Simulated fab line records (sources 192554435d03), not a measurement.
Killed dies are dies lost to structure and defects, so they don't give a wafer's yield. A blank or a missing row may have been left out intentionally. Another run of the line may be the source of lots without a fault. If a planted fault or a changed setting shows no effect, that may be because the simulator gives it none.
fab line records ; flow n5Finfet ; part 2 of 2: steps 23 to 29 of 29
[record] lots = 5; wafers = 15; lastDay = 16
route steps=1938 shown BEOL_M4@1040
lots with no fault: from the same line, run without faults
startH: hours from the record's first day to the start of the lot's first wafer shown ; waitH: hours elapsed since this lot's preceding step ; " repeats the value in the row above ; L1.1+2: several wafers, shown together as one row ; - value missing, or start not given ; * or withheld: withheld ; < > ~ a bound
route shown NAME@n: a module of which the file shows steps, and the number in the route of the first ; usual: average and standard deviation across the fault-free wafers ; same: alike in all rows ; chamber/n: place in a boat ; sites: the reading at each site ; _std_site: standard deviation across them ; _edge_site: inner sites' mean taken away from outer sites' mean ; radiusMm: for every site, how far away it sits from the centre of the wafer ; mask NAME#n: copy n ; behind: tool/chamber where the wafer was last shaped ; hold: reason for holding the lot/hours on hold/outcome of the hold ; device: whichever transistor did not switch (one of n, p or np) ; end of line: tests run on the same wafers once the route is complete ; a step with no rows: only its recipe ; killed: count of dies lost to structure and defects at first sort (not the wafer's yield) ; map: per-die view of a wafer (x killed, . not killed, _ where there is no die)
set.NAME: the setting that was run; set.NAME@STEP: the one run at that earlier step ; model.NAME: the simulator's own value behind a step, which no gauge read
lots seen at some steps along the route; tables by step, rows by wafer
services: the hour from which a tool's chamber was out of use, counted from the record's first day as startH (under 0 if before that day), plus the number of hours and why
[[steps]]
[step N5_BEOL_M4_ALD_98]
[recipe] material = SiO2; targetThkA = 25; tempC = 100; aldPrecursorFamily = BDEAS; aldCoReactant = O2-plasma; pulseTimeS = 1; coReactantPulseTimeS = 1; purgeTimeS = 2; coReactantPurgeTimeS = 2; aldCycles = 17; pressureTorr = 2
[usual] heaterPowerOuterW = 44/4.1; heaterPowerW = 82/5.2; precursorPulseHeightRel = 0.999/0.021
lot.wafer;tool;chamber;startH;waitH;heaterPowerOuterW;heaterPowerW;precursorPulseHeightRel
L074.1;aldSin-02;1;150.27;0.1;44;83;0.994
L074.5;aldSin-02;3;150.27;0.1;32;61;0.978
L074.6;aldSin-02;0;150.27;0.1;44;82;1.022
L075.1;aldSin-01;1;169.42;0.2;50;88;0.984
L075.2;aldSin-01;3;169.42;0.2;44;84;0.981
L075.3;aldSin-01;0;169.42;0.2;49;87;1.006
L077.1;aldSin-02;0;174.17;0.1;44;80;1.025
L077.2;aldSin-02;1;174.17;0.1;43;83;1.053
L077.3;aldSin-02;2;174.17;0.1;39;80;0.967
L089.1;aldSin-01;2;255.55;0.2;45;85;0.997
L089.2;aldSin-01;3;255.55;0.2;45;83;0.992
L089.6;aldSin-01;0;255.55;0.2;50;87;0.973
L090.1;aldSin-02;2;264.26;0.1;41;79;1.025
L090.5;aldSin-02;1;264.26;0.1;46;79;0.982
L090.6;aldSin-02;0;264.26;0.1;44;82;1.026
[step N5_BEOL_M4_ETCHBACK_99]
[recipe] chemistry = CHF3; target = SiO2; targetDepthA = 50; timeS = 10.4; sourceW = 215; biasW = 47; Ar_flow_sccm = 200; CHF3_flow_sccm = 12; ionEnergyEv = 100; pressureMtorr = 30
[usual] drypumpMotorCurrentA = 5.5/0.36; oesProductAu = 0.80/0.079; rfVppV = 241/3.8; showerheadPlenumPTorr = 2.18/0.06; throttleValvePct = 17.06/0.18
[same] timeS = 10.4
lot.wafer;tool;chamber;startH;waitH;drypumpMotorCurrentA;oesProductAu;rfHoursCounterH;rfVppV;showerheadPlenumPTorr;throttleValvePct
L074.1;rieDiel-01;1;150.70;0.4;5.9;0.70;209;242;2.22;17.15
L074.5;rieDiel-01;1;150.70;0.4;5.9;0.69;-;244;2.22;17.15
L074.6;rieDiel-01;0;150.70;0.4;5.3;0.89;-;248;2.28;16.80
L075.1;rieDiel-04;1;171.42;2.0;5.4;0.88;31;235;2.10;16.94
L075.2;rieDiel-04;3;171.42;2.0;5.6;0.86;48;239;2.19;17.04
L075.3;rieDiel-04;0;171.42;2.0;5.8;0.70;219;239;2.12;17.23
L077.1;rieDiel-04;1;181.68;7.5;5.4;0.89;34;236;2.10;16.93
L077.2;rieDiel-04;0;181.68;7.5;5.7;0.71;223;239;2.12;17.23
L077.3;rieDiel-04;3;181.68;7.5;5.6;0.86;51;239;2.19;17.04
L089.1;rieDiel-04;2;260.63;5.0;5.4;0.82;96;236;2.18;17.12
L089.2;rieDiel-04;3;260.63;5.0;5.6;0.82;80;239;2.18;17.10
L089.6;rieDiel-04;1;260.63;5.0;5.4;0.86;-;235;2.09;17.00
L090.1;rieDiel-01;0;276.21;11.9;5.3;0.83;85;247;2.26;16.85
L090.5;rieDiel-01;1;276.21;11.9;5.9;0.67;-;241;2.21;17.22
L090.6;rieDiel-01;2;276.21;11.9;6.1;0.84;-;245;2.27;16.89
[step N5_BEOL_M4_ETCH_70]
[recipe] chemistry = N2/H2; target = SOC; targetDepthA = 800; overetchA = 240; maskMaterial = SiARC; tempC = 40; timeS = 130; ionEnergyEv = 200; pressureMtorr = 30; sourceW = 840; biasW = 150; n2FlowSccm = 200; h2FlowSccm = 200
[usual] drypumpMotorCurrentA = 5.5/0.37; n2FlowSccm = 200.0/0.57; oesProductAu = 0.59/0.055; rfVppV = 525.0/2.1; showerheadPlenumPTorr = 2.58/0.07; throttleValvePct = 17.79/0.2
[same] timeS = 130
lot.wafer;tool;chamber;startH;waitH;drypumpMotorCurrentA;n2FlowSccm;oesProductAu;rfHoursCounterH;rfVppV;showerheadPlenumPTorr;throttleValvePct
L074.1;rieDiel-01;1;150.73;0.0;5.9;200.2;0.52;209;525.4;2.62;17.90
L074.5;rieDiel-01;1;150.73;0.0;5.9;200.6;0.51;-;525.7;2.62;17.91
L074.6;rieDiel-01;0;150.73;0.0;5.2;200.0;0.65;-;527.2;2.69;17.54
L075.1;rieDiel-04;1;171.46;0.0;5.4;201.0;0.65;31;522.0;2.49;17.78
L075.2;rieDiel-04;3;171.46;0.0;5.6;200.0;0.63;48;525.9;2.58;17.72
L075.3;rieDiel-04;0;171.46;0.0;5.7;201.2;0.52;219;523.0;2.51;17.88
L077.1;rieDiel-04;1;181.72;0.0;5.4;200.0;0.65;34;523.2;2.49;17.81
L077.2;rieDiel-04;0;181.72;0.0;5.8;200.1;0.53;223;522.9;2.51;17.87
L077.3;rieDiel-04;3;181.72;0.0;5.6;200.3;0.63;51;524.6;2.58;17.74
L089.1;rieDiel-04;2;260.66;0.0;5.4;200.2;0.60;96;524.6;2.57;17.88
L089.2;rieDiel-04;3;260.66;0.0;5.6;199.7;0.59;80;524.7;2.57;17.79
L089.6;rieDiel-04;1;260.66;0.0;5.4;199.7;0.62;-;522.2;2.48;17.83
L090.1;rieDiel-01;0;276.25;0.0;5.3;200.4;0.62;85;527.6;2.67;17.63
L090.5;rieDiel-01;1;276.25;0.0;5.9;199.9;0.49;-;526.0;2.60;17.96
L090.6;rieDiel-01;2;276.25;0.0;6.1;199.2;0.62;-;527.2;2.67;17.58
[step N5_BEOL_M4_STRIP_71]
[recipe] chemistry = N2/H2; tempC = 40; n2FlowSccm = 200; h2FlowSccm = 200; rfFrequencyHz = 6e+07
lot.wafer;tool;chamber;startH;waitH
L074.1+5+6;rieDiel-01;1,1,0;150.82;0.0
L075.1+2+3;rieDiel-04;1,3,0;171.55;0.0
L077.1+2+3;rieDiel-04;1,0,3;181.80;0.0
L089.1+2+6;rieDiel-04;2,3,1;260.75;0.0
L090.1+5+6;rieDiel-01;0,1,2;276.33;0.0
[step N5_BEOL_M4_STRIP_78]
[recipe] chemistry = N2/H2; tempC = 40; n2FlowSccm = 200; h2FlowSccm = 200; rfFrequencyHz = 6e+07
lot.wafer;tool;chamber;startH;waitH
L074.1+5+6;rieDiel-01;1,1,0;150.83;0.0
L075.1+2+3;rieDiel-04;1,3,0;171.56;0.0
L077.1+2+3;rieDiel-04;1,0,3;181.81;0.0
L089.1+2+6;rieDiel-04;2,3,1;260.76;0.0
L090.1+5+6;rieDiel-01;0,1,2;276.34;0.0
[step N5_BEOL_M4_VIA_ETCH_34]
[recipe] chemistry = C4F6/O2; targetDepthA = 694; maskMaterial = SOC; pressureMtorr = 15; ionEnergyEv = 250; taperDeg = 4; timeS = 65.9; sourceW = 350; biasW = 170; Ar_flow_sccm = 300; C4F6_flow_sccm = 10; O2_flow_sccm = 10
[usual] C4F6_flow_sccm = 10.00/0.031; drypumpMotorCurrentA = 5.5/0.36; oesProductAu = 0.80/0.078; rfVppV = 667/9.9; showerheadPlenumPTorr = 2.88/0.077; throttleValvePct = 30.73/0.15
[same] timeS = 65.9
lot.wafer;tool;chamber;startH;waitH;C4F6_flow_sccm;drypumpMotorCurrentA;oesProductAu;rfHoursCounterH;rfVppV;showerheadPlenumPTorr;throttleValvePct
L074.1;rieDiel-01;1;150.84;0.0;9.99;5.9;0.69;209;669;2.93;30.81
L074.5;rieDiel-01;1;150.84;0.0;9.96;5.9;0.70;-;671;2.93;30.82
L074.6;rieDiel-01;0;150.84;0.0;9.97;5.3;0.88;-;686;3.00;30.56
L075.1;rieDiel-04;1;171.57;0.0;10.00;5.4;0.91;31;653;2.78;30.72
L075.2;rieDiel-04;3;171.57;0.0;9.95;5.6;0.86;48;661;2.89;30.75
L075.3;rieDiel-04;0;171.57;0.0;10.00;5.8;0.71;219;660;2.80;30.74
L077.1;rieDiel-04;1;181.82;0.0;10.00;5.4;0.89;34;653;2.78;30.73
L077.2;rieDiel-04;0;181.82;0.0;10.02;5.7;0.70;223;659;2.80;30.75
L077.3;rieDiel-04;3;181.82;0.0;9.96;5.6;0.84;51;662;2.89;30.77
L089.1;rieDiel-04;2;260.77;0.0;9.97;5.5;0.82;96;653;2.87;30.80
L089.2;rieDiel-04;3;260.77;0.0;10.01;5.6;0.82;80;662;2.87;30.78
L089.6;rieDiel-04;1;260.77;0.0;9.97;5.4;0.86;-;652;2.77;30.74
L090.1;rieDiel-01;0;276.35;0.0;10.00;5.3;0.84;85;685;2.98;30.57
L090.5;rieDiel-01;1;276.35;0.0;9.98;5.9;0.66;-;669;2.91;30.87
L090.6;rieDiel-01;2;276.35;0.0;9.95;6.1;0.84;-;675;2.99;30.63
[step N5_BEOL_M4_STRIP_83]
[recipe] chemistry = C4F6/O2; resist = SiARC; rfFrequencyHz = 6e+07
lot.wafer;tool;chamber;startH;waitH
L074.1+5+6;rieDiel-01;1,1,0;150.89;0.0
L075.1+2+3;rieDiel-04;1,3,0;171.62;0.0
L077.1+2+3;rieDiel-04;1,0,3;181.87;0.0
L089.1+2+6;rieDiel-04;2,3,1;260.82;0.0
L090.1+5+6;rieDiel-01;0,1,2;276.40;0.0
[[services]]
tool;chamber;startH;hours;kind
rieMetal-01;-;136.82;1.2;repair
rieDiel-01;1;136.85;10.3;repair
rieDiel-02;1;137.28;9.5;repair
rieDiel-04;3;144.66;14.2;repair
rieDiel-02;-;159.50;1.4;repair
euvScanner-02;-;161.07;1.0;pm
aldSin-01;-;177.28;1.1;repair
rieDiel-01;0;183.85;7.7;repair
rieDiel-02;3;195.74;3.8;repair
aldSin-01;3;200.20;3.2;repair
rieDiel-04;1;207.48;14.3;repair
rieDiel-04;-;209.64;0.6;repair
euvScanner-02;-;217.22;1.0;pm
rieDiel-04;0;217.81;6.3;repair
rieDiel-02;2;227.15;4.2;repair
euvScanner-02;-;238.24;4.6;pm
rieDiel-01;-;238.63;15.6;pm
euvScanner-02;-;243.42;3.1;repair
rieDiel-02;2;252.28;2.4;repair
euvScanner-02;-;252.63;0.4;repair
rieDiel-01;0;259.64;4.1;repair
rieDiel-02;-;260.12;2.8;pm
aldSin-02;3;262.86;2.9;repair
euvScanner-02;-;273.37;1.0;pm
